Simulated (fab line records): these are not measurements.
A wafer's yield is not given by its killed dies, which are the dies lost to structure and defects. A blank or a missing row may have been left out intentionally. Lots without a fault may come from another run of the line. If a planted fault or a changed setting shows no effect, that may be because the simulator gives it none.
Comparing a struck lot with a sound one | flow n5 finfet | 44 steps out of a route of 1938
Sound: the wafers L228.1, L228.3, L228.4. Struck: wafer L238.3. (L238.5, L238.6 of the same lot were not struck and are left out.) The cause comes at the end.
For every step that has rows: the tool of each side, followed by ch and its chambers, followed by its first start. Under that, the readings that differ: sound wafers | struck wafers | difference of the means | sigmas: that difference in standard deviations of wafers without a fault.
alike: words and numbers the same on both sides, and readings whose means are apart by under 2 such deviations; not compared: readings that were withheld, readings missing a value for some wafer, numbers with overlapping values and no deviation given by the record, and bounds like >300 which may hide the same value.
Wherever a step has rows on one side only, a row that says differs or no value, or a row with sigmas, the two part there. Numbers that have no deviation but don't overlap get no sigmas and don't part them. Lack of a reading on every wafer of one side parts them only where that side has two or more wafers.

first, 4 steps without rows for these wafers: N5_FIN_CUT_STRIP_22 (strips in N2/H2); N5_FIN_CUT_PRECLEAN_36 (cleans in O3/DIW, time 60 s); N5_FIN_CUT_SRD_32 (time 30 s); N5_FIN_CUT_UV_OZONE_34 (time 120 s).
N5_FIN_CUT_INSPECT_17: inspects for defects (brightfield).
  sound on defect inspect-01, day 2 04:56; struck on defect inspect-02, day 4 15:34
  alike: raw defect count
then, 1 step without rows for these wafers: N5_STI_FIN_REVEAL_ALD_00 (deposits SiO2, target thk 1 nm, pulse time 1 s).
N5_STI_FIN_REVEAL_ALD_14: deposits Si3N4, target thk 3 nm.
  sound on ald sin-03 ch 0,1,3, day 2 05:02; struck on ald sin-03 ch 0, day 4 16:22
  alike: heater power w
then, 3 steps without rows for these wafers: N5_STI_FIN_REVEAL_FCVD_FILL_01 (material SiO2 flowable, target thk 312 nm, time 512.2 s); N5_STI_FIN_REVEAL_DENSIFY_02 (time 1800 s); N5_STI_FIN_REVEAL_CMP_04 (polishes, stops on Si3N4, t overpolish 4 s, target thk 131.83 nm).
N5_STI_FIN_REVEAL_THK_MEAS_05:
  sound on film metro-01, day 2 10:23; struck on film metro-01, day 4 21:42
  reading     | sound             | struck | difference | sigmas
  thk nm (nm) | 129.6 132.2 130.7 | 132.7  | +1.9       | +2
then, 1 step without rows for these wafers: N5_STI_FIN_REVEAL_DENSIFY_30.
N5_STI_FIN_REVEAL_ETCHBACK_08: etches SiO2 in C4F6/O2, target depth 30.5 nm, time 10.167 s.
  sound on rie diel-01 ch 1,2,3, day 2 10:49; struck on rie diel-06 ch 2, day 4 22:31
  reading                | sound    | struck | difference | sigmas
  rf hours counter h (h) | 37 14 89 | 149    | +102       |
  alike: drypump motor current A, oes_ar_750_au, oes product au, rf vpp V, showerhead plenum p Torr, throttle valve pct
N5_STI_FIN_REVEAL_STRIP_24: strips in N2/H2, time 90 s.
  sound on rie diel-01 ch 1,2,3, day 2 10:51; struck on rie diel-06 ch 2, day 4 22:34
  reading                | sound    | struck | difference | sigmas
  rf hours counter h (h) | 37 14 89 | 149    | +102       |
  alike: bias power w, drypump motor current A, oes product au, rf vpp V, showerhead plenum p Torr, temp c, throttle valve pct
then, 4 steps without rows for these wafers: N5_STI_FIN_REVEAL_PRECLEAN_25 (cleans in SPM, time 90 s); N5_STI_FIN_REVEAL_PRECLEAN_26 (cleans in SC1, time 45 s); N5_STI_FIN_REVEAL_PRECLEAN_29 (cleans in DHF, time 30 s); N5_STI_FIN_REVEAL_SRD_12 (time 30 s).
N5_STI_FIN_REVEAL_RECESS_09: chemistry HF/NH3, target SiO2, afs cycles 11, target depth 42.5 nm, sublimation time 60 s.
  sound on vapor etch-01 ch 0,1, day 2 11:04; struck on vapor etch-01 ch 1, day 4 23:19
  reading    | sound             | struck | difference | sigmas
  temp c (C) | 29.91 29.99 29.86 | 30.21  | +0.29      | +3
  alike: drypump motor current A
then, 10 steps without rows for these wafers: N5_STI_FIN_REVEAL_STRIP_16 (strips SiNx in H3PO4, target depth 23.8 nm); N5_STI_FIN_REVEAL_PRECLEAN_17 (cleans in NF3:NH3, afs cycles 1, time 20 s, sublimation time 60 s); N5_STI_FIN_REVEAL_ETCH_34 (etches Si in H2, material Si, target depth 0.97 nm); N5_STI_FIN_REVEAL_OXIDATION_31 (chemistry O2 PLASMA REMOTE, time 20 s); N5_STI_FIN_REVEAL_PRECLEAN_32 (cleans in NF3:NH3, afs cycles 1, time 20 s, sublimation time 60 s); N5_STI_FIN_REVEAL_STRIP_35 (strips Si3N4 in H3PO4, target depth 4 nm, time 39 s); N5_STI_FIN_REVEAL_SRD_21 (time 30 s); N5_STI_FIN_REVEAL_OXIDATION_33 (chemistry O2 PLASMA REMOTE, time 20 s); N5_STI_FIN_REVEAL_CLEAN_19 (cleans in O3/DIW, time 120 s); N5_STI_FIN_REVEAL_SRD_23 (time 30 s).
N5_STI_FIN_REVEAL_CD_MEAS_22: target cd 6.238 nm, pitch 28 nm.
  sound on cd sem-02, day 2 13:47; struck on cd sem-01, day 5 01:30
  alike: cd nm
N5_STI_FIN_REVEAL_FIN_H_MEAS_10:
  sound on ocd-01, day 2 13:49; struck on ocd-02, day 5 01:32
  reading              | sound          | struck | difference | sigmas
  trench depth nm (nm) | 52.9 52.7 52.9 | 63.4   | +10.6      | +15
then, 2 steps without rows for these wafers: N5_STI_FIN_REVEAL_PRECLEAN_18 (cleans in SC2, time 45 s); N5_STI_FIN_REVEAL_SRD_28 (time 30 s).
N5_STI_FIN_REVEAL_INSPECT_13: inspects for defects (darkfield).
  sound on defect inspect-01, day 2 13:54; struck on defect inspect-01, day 5 01:37
  alike: raw defect count
then, 2 steps without rows for these wafers: N5_DUMMY_GATE_PRECLEAN_00 (cleans in O3/DIW, time 60 s); N5_DUMMY_GATE_SRD_01 (time 30 s).
N5_DUMMY_GATE_ALD_02: deposits SiO2, target thk 2 nm, pulse time 1 s.
  sound on ald sin-02 ch 0,1,3, day 2 13:59; struck on ald sin-02 ch 1, day 5 01:43
  alike: heater power w, precursor pulse height rel
then, 3 steps without rows for these wafers: N5_DUMMY_GATE_CVD_03 (deposits a-Si from SiH4, target thk 150 nm, time 8042 s); N5_DUMMY_GATE_PRECLEAN_46 (cleans in DIW, time 89.5 s); N5_DUMMY_GATE_SRD_47 (dry time 32 s).
N5_DUMMY_GATE_CMP_04: polishes a-Si.
  sound on cmp-03 ch 0,2,3, day 2 17:52; struck on cmp-04 ch 2, day 5 05:34
  alike: motor current A, time to endpoint s
N5_DUMMY_GATE_THK_MEAS_05:
  sound on film metro-01, day 2 18:05; struck on film metro-02, day 5 05:49
  reading     | sound          | struck | difference | sigmas
  thk nm (nm) | 72.9 72.2 72.4 | 74.8   | +2.3       | +2
-- the record jumps here: 7 days lie between the struck wafers' starts before and after (it left off in module DUMMY_GATE and takes up again in module BEOL_M4, whose first step shown is number 1111 of the route) --
N5_BEOL_M4_RC_MEAS_101:
  sound on prober-02 ch 0, day 8 15:39; struck on prober-01 ch 0, day 12 02:19
  reading       | sound             | struck | difference | sigmas
  ION_N (uA/um) | 678 678 683       | 749    | +69        | +9
  VT_N (mV)     | 248.6 249.7 248.2 | 243.0  | -5.8       | -2
  alike: DIBL_N, DIBL_P, IOFF_N, IOFF_P, ION_P, SS_N, SS_P, VT_P
then, 1 step without rows for these wafers: N5_PASSIVATION_PROBE_49.

== WHERE THEY PART ==
At N5_STI_FIN_REVEAL_THK_MEAS_05 first; at N5_BEOL_M4_RC_MEAS_101 last (within this record only).

WHY: what the simulator had put in
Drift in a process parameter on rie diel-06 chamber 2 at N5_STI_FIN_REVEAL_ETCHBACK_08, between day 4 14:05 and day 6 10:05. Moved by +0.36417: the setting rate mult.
